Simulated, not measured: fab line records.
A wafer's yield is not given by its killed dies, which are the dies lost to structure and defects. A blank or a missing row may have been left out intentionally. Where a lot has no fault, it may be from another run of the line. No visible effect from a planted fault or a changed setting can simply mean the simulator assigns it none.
Matching of chambers :: flow nandHarc :: pecvd-02 running NHARC_P_GATE_DEP_103: 3 sister chambers
The step deposits SiON, target thk 30 nm. 6 wafers are shown with their chamber, then 7 later ones without.

== EACH WAFER AND ITS CHAMBER ==
wafer: L082.5
chamber: 2
heaterPowerW (W): 653

wafer: L083.2
chamber: 0
heaterPowerW (W): 785

wafer: L083.5
chamber: 1
heaterPowerW (W): 778

wafer: L083.6
chamber: 2
heaterPowerW (W): 549

wafer: L088.1
chamber: 1
heaterPowerW (W): 823

wafer: L088.3
chamber: 0
heaterPowerW (W): 717

== WAFERS WITH NO CHAMBER GIVEN ==
wafer: L088.6
heaterPowerW (W): 733

wafer: L093.1
heaterPowerW (W): 594

wafer: L093.2
heaterPowerW (W): 763

wafer: L093.6
heaterPowerW (W): 759

wafer: L097.3
heaterPowerW (W): 742

wafer: L097.4
heaterPowerW (W): 761

wafer: L097.6
heaterPowerW (W): 715

== THE CHAMBER EACH PASSED THROUGH ==
wafer: L088.6
from the rows above: can't be placed: 0 or 1
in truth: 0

wafer: L093.1
from the rows above: 2
in truth: 2

wafer: L093.2
from the rows above: can't be placed: 0 or 1
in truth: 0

wafer: L093.6
from the rows above: can't be placed: 0 or 1
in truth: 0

wafer: L097.3
from the rows above: can't be placed: 0 or 1
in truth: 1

wafer: L097.4
from the rows above: can't be placed: 0 or 1
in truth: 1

wafer: L097.6
from the rows above: can't be placed: 0 or 1 or 2
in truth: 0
Placed correctly: 1 of 7. From these rows, 6 cannot be placed; in 6 the true chamber is one of the candidates. Placed wrongly: 0.
How it was worked out, from the rows above alone: a wafer's distance from a chamber is the root of the sum, over the readings, of the square of ((its reading less the chamber's mean) divided by the reading's scatter). The wafer belongs to the nearest chamber; if the next one is less than 2 further off, it can't be placed. For every chamber, the mean is computed from those of its wafers that are shown. The scatter: the root of (the sum of the squares of (reading less its chamber's mean) over the shown wafers, divided by (wafers less chambers)).
